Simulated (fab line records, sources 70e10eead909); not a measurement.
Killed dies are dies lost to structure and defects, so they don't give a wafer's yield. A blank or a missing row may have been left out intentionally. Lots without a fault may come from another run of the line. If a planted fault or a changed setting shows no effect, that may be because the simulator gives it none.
Chamber matching :: flow nand-harc :: 3 sister chambers for NHARC_A_CONTACT_DEP_58 on pecvd-04
The step deposits SiON, target thk 60 nm. 6 wafers are shown with their chamber, then 7 later ones without.

== EACH WAFER AND ITS CHAMBER ==
wafer: L090.1
chamber: 1
heater-power-w (W): 865

wafer: L093.1
chamber: 2
heater-power-w (W): 866

wafer: L093.5
chamber: 2
heater-power-w (W): 836

wafer: L093.6
chamber: 0
heater-power-w (W): 710

wafer: L092.1
chamber: 1
heater-power-w (W): 858

wafer: L092.2
chamber: 0
heater-power-w (W): 654

== WAFERS MISSING THEIR CHAMBER ==
wafer: L092.4
heater-power-w (W): 658

wafer: L092.3
heater-power-w (W): 822

wafer: L092.5
heater-power-w (W): 853

wafer: L092.6
heater-power-w (W): 857

wafer: L095.2
heater-power-w (W): 836

wafer: L095.3
heater-power-w (W): 645

wafer: L095.6
heater-power-w (W): 711

== CHAMBER TAKEN BY EACH ==
wafer: L092.4
from the rows above: 0
in truth: 0

wafer: L092.3
from the rows above: can't be placed: 2 or 1
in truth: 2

wafer: L092.5
from the rows above: can't be placed: 2 or 1
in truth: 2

wafer: L092.6
from the rows above: can't be placed: 1 or 2
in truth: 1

wafer: L095.2
from the rows above: can't be placed: 2 or 1
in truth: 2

wafer: L095.3
from the rows above: 0
in truth: 0

wafer: L095.6
from the rows above: 0
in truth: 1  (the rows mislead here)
Correctly placed: 2 of 7. From these rows, 4 cannot be placed; in 4 the true chamber is one of the candidates. Placed wrongly: 1.
How it was worked out, from the rows above alone: a wafer's distance from a chamber is the root of the sum, over the readings, of the square of ((its reading less the chamber's mean) divided by the reading's scatter). If the next closest chamber is less than 2 further off than the closest, the wafer can't be placed; otherwise it belongs to the closest. A chamber's mean is the mean of its shown wafers. The scatter: take each reading less its chamber's mean, square it, sum over the shown wafers, divide by the number of wafers less the number of chambers, and take the root.
